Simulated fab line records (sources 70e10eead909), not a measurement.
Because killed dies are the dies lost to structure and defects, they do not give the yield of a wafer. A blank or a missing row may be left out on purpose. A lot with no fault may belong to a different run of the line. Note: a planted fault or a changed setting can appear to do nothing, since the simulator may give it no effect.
Which tool was responsible? -- flow nandHarc -- 7 lots with 20 wafers sampled at 3 steps, on a route of 1302 steps

== WHAT THE GAUGES SHOWED, per wafer ==
NHARC_A_M1_INSPECT_27.
lot,measured,on,rawDefectCount
L982,day 23 04:20,defectInspect-02,489 575 594
L986,day 24 21:26,defectInspect-01,470 732 386
L989,day 26 09:51,defectInspect-02,471 534 425
L994,day 27 18:30,defectInspect-01,610 583 552
L996,day 28 13:32,defectInspect-02,732 451 553
L998,day 29 15:05,defectInspect-02,4909 888
L104,day 32 06:16,defectInspect-01,508 517 410

== TOOL THAT RAN EACH LOT (tool first, then ch and the chambers of the sampled wafers, then the start) ==
lot,NHARC_A_M1_PRE_CLEAN_30,NHARC_A_M1_CMP_23
L982,"pvdSputter-01, day 23 03:55 or earlier","cmp-02 ch 0,1,3, day 23 03:55"
L986,"pvdSputter-03, day 24 20:58 or earlier","cmp-02 ch 0,3, day 24 20:58"
L989,"pvdSputter-02, day 26 09:23 or earlier","cmp-02 ch 0,1,2, day 26 09:23"
L994,"pvdSputter-03, day 27 18:02 or earlier","cmp-04 ch 0,1,3, day 27 18:02"
L996,"pvdSputter-02, day 28 13:05 or earlier","cmp-02 ch 0,1,3, day 28 13:05"
L998,"pvdSputter-02, day 29 14:40 or earlier","cmp-02 ch 0,1, day 29 14:40"
L104,"pvdSputter-01, day 32 05:48 or earlier","cmp-02 ch 0,3, day 32 05:48"
- NHARC_A_M1_PRE_CLEAN_30: time 30 s.
- NHARC_A_M1_CMP_23: polishes, t overpolish 20 s, target thk 154.34 nm.

== THE ANSWER, worked out from the rows above alone ==
Rule: what is usual is taken from the lots themselves. Put in order of their means at a reading, lots are off if they are a third of the lots or fewer, leave a main group of 4 or more, and stand apart from it by a gap of 3 or more times the standard deviation of the main group's means; of several such gaps the widest counts. A main group is skipped when, at the precision printed for the reading in the tables above, its means are all equal. A lot without any number at a reading at which 4 lots or more have one is off too. All remaining lots with rows at the step are treated as sound.
Off at NHARC_A_M1_INSPECT_27 (rawDefectCount): L998. For the main group the mean is 533 and the standard deviation 43.
A tool fits if, at a process step before that reading, it ran every lot that is off, and no sound lot after the first of them. Gauges at NHARC_A_M1_INSPECT_27: tried the same way as those tools. Because NHARC_A_M1_PRE_CLEAN_30 lacks a start for some lots, the hours and order of its lots are taken from NHARC_A_M1_CMP_23. Undecided on this evidence; 2 tools fit (pvdSputter-02 at NHARC_A_M1_PRE_CLEAN_30, defectInspect-02 at NHARC_A_M1_INSPECT_27).

== WHAT THE SIMULATOR HAD INSERTED ==
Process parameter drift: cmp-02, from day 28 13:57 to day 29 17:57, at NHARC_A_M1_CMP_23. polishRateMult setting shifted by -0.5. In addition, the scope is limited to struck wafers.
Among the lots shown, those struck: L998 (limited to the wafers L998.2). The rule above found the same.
